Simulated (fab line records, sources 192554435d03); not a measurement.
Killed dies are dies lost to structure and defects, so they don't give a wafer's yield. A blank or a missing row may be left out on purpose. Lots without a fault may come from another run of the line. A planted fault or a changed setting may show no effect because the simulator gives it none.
Problem report in the 8D (eight disciplines) form, filled by code | flow n5_finfet | the parts of the form that need people (team, actions taken, sign-off) are left out

1. THE PROBLEM
raw_defect_count at N5_STI_FIN_REVEAL_INSPECT_13 reads a mean of 304 on 1 wafer of 1 lot; wafers without a fault read 13 with a standard deviation of 6.3. That is +46 standard deviations from the usual mean.
The step: inspects for defects (darkfield).
First seen on wafer L818.2, day 7 20:30, on defect_inspect-01. The record holds 30 wafers of 10 lots with a number at this step. Rule for "out", or "out of limits": more than 4 standard deviations from the usual mean. The other wafers with a number count as sound.

2. WHAT IT IS AND WHAT IT IS NOT
question                    | is                | is not
which readings at this step | raw_defect_count  | -
which lots                  | L818              | L797, L798, L799, L801, L802, L803, L805, L806, L808
which wafers of those lots  | L818.2            | L818.3, L818.6
read on which gauges        | defect_inspect-01 | defect_inspect-02
when                        | from day 7 20:30  | up to then (29 sound wafers)

3. SUSPECTS, AND WHAT RULES EACH OUT
Counting: a tool at a process step up to the reading stays a suspect if it ran every lot that is out. Sound lots after the first of them don't rule it out here, since some wafers of a struck lot are sound.
- the gauge at N5_STI_FIN_REVEAL_INSPECT_13: ruled out. All the wafers that are out were read on defect_inspect-01, but those of them that N5_PASSIVATION_PROBE_49 has rows for are out there too, on other tools.
- rie_diel-03 at N5_FIN_CUT_STRIP_22 (strips in N2/H2): kept. It ran the lot that is out, L818 (day 7 11:31); its last sound lot up to then is L808 (day 4 21:40).
- wet_bench-06 at N5_STI_FIN_REVEAL_STRIP_35 (strips Si3N4 in H3PO4, target depth 4 nm, time 39 s): kept. It ran the lot that is out, L818 (day 7 20:10); its last sound lot up to then is L808 (day 5 06:26).
Left after counting: rie_diel-03 at N5_FIN_CUT_STRIP_22, wet_bench-06 at N5_STI_FIN_REVEAL_STRIP_35.

4. THE CAUSE (what the simulator had put in)
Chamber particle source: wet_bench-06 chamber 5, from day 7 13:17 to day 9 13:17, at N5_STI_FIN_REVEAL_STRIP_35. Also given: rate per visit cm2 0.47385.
Counting left 2 suspects, and this tool is among them.

5. THE CHAIN OF EFFECTS, in route order
Each row: a reading whose mean over the struck wafers that have a number lies more than 3 standard deviations from the usual. Only readings for which the record gives a usual standard deviation are gone through. hours: the time from each lot's start at the first step in this table that gives one to its start at this step, as a median over the lots. sigmas: the change in usual standard deviations.
hours | step                         | reading              | usual  | on struck wafers | change | sigmas
0     | N5_STI_FIN_REVEAL_INSPECT_13 | raw_defect_count     | 13     | 304              | +291   | +46
246   | N5_PASSIVATION_PROBE_49      | defect_limited_yield | 91.2 % | 81.6             | -9.6   | -6.9
246   | N5_PASSIVATION_PROBE_49      | killed_at_front_end  | 41     | 136              | +95    | +8.6
246   | N5_PASSIVATION_PROBE_49      | killed_dies          | 104    | 217              | +113   | +7.1
246   | N5_PASSIVATION_PROBE_49      | sort_bin_5_function  | 5.1 %  | 11.4             | +6.3   | +6.9
246   | N5_PASSIVATION_PROBE_49      | sort_n_pass          | 1076   | 963              | -113   | -7.1
246   | N5_PASSIVATION_PROBE_49      | sort_yield_pct       | 91.2 % | 81.6             | -9.6   | -6.9
The process steps in it:
- N5_PASSIVATION_PROBE_49
Later measuring or inspecting steps at which every struck wafer that the step has a row for has a number for every such reading, and none has moved that far: N5_DUMMY_GATE_THK_MEAS_05, N5_BEOL_M4_RC_MEAS_101.

6. WHAT WOULD HAVE CAUGHT IT SOONER
In this record the first reading out of limits at a measuring or inspecting step was taken at day 7 20:30, 7 hours after the fault began at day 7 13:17.
All the lots that are out (1) had begun N5_STI_FIN_REVEAL_STRIP_35 on wet_bench-06 by day 7 20:30. A hold on the tool at that time would have spared none of them.
